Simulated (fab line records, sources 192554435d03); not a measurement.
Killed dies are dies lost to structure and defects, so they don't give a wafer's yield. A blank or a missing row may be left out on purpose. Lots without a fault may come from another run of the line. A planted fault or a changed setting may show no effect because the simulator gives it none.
Chamber matching | flow n5_finfet | N5_HKMG_FIN_HK_ALD_01 on ald_hk-03: 4 sister chambers
The step deposits HfO2, target thk 1.6 nm, pulse time 3 s, purge time 3 s. 8 wafers are shown with their chamber, then 8 later ones without.

WAFERS WITH THEIR CHAMBER
wafer  | chamber | precursor_pulse_height_rel
L076.3 | 2       | 0.989
L077.1 | 2       | 0.984
L078.2 | 1       | 1.005
L078.5 | 3       | 0.969
L083.2 | 0       | 1.023
L083.4 | 3       | 0.998
L083.5 | 0       | 1.005
L086.1 | 1       | 0.996

WAFERS WITHOUT THEIR CHAMBER
wafer  | precursor_pulse_height_rel
L086.2 | 0.974
L086.5 | 1.016
L089.2 | 0.978
L089.4 | 0.992
L089.6 | 0.968
L095.1 | 0.967
L095.5 | 1.033
L095.6 | 0.997

WHICH CHAMBER EACH WENT THROUGH
wafer  | from the rows above               | in truth
L086.2 | can't be placed: 3 or 2 or 1      | 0
L086.5 | can't be placed: 0 or 1           | 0
L089.2 | can't be placed: 3 or 2 or 1      | 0
L089.4 | can't be placed: 2 or 1 or 3 or 0 | 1
L089.6 | can't be placed: 3 or 2 or 1      | 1
L095.1 | can't be placed: 3 or 2 or 1      | 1
L095.5 | can't be placed: 0 or 1           | 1
L095.6 | can't be placed: 1 or 2 or 3 or 0 | 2
Placed correctly: 0 of 8. Can't be placed from these rows: 8 (the true chamber is among the candidates in 6). Placed wrongly: 0.
How it was worked out, from the rows above alone: a wafer's distance from a chamber is the root of the sum, over the readings, of the square of ((its reading less the chamber's mean) divided by the reading's scatter). The wafer belongs to the nearest chamber; if the next one is less than 2 further off, it can't be placed. A chamber's mean is the mean of its shown wafers. The scatter: the root of (the sum of the squares of (reading less its chamber's mean) over the shown wafers, divided by (wafers less chambers)).
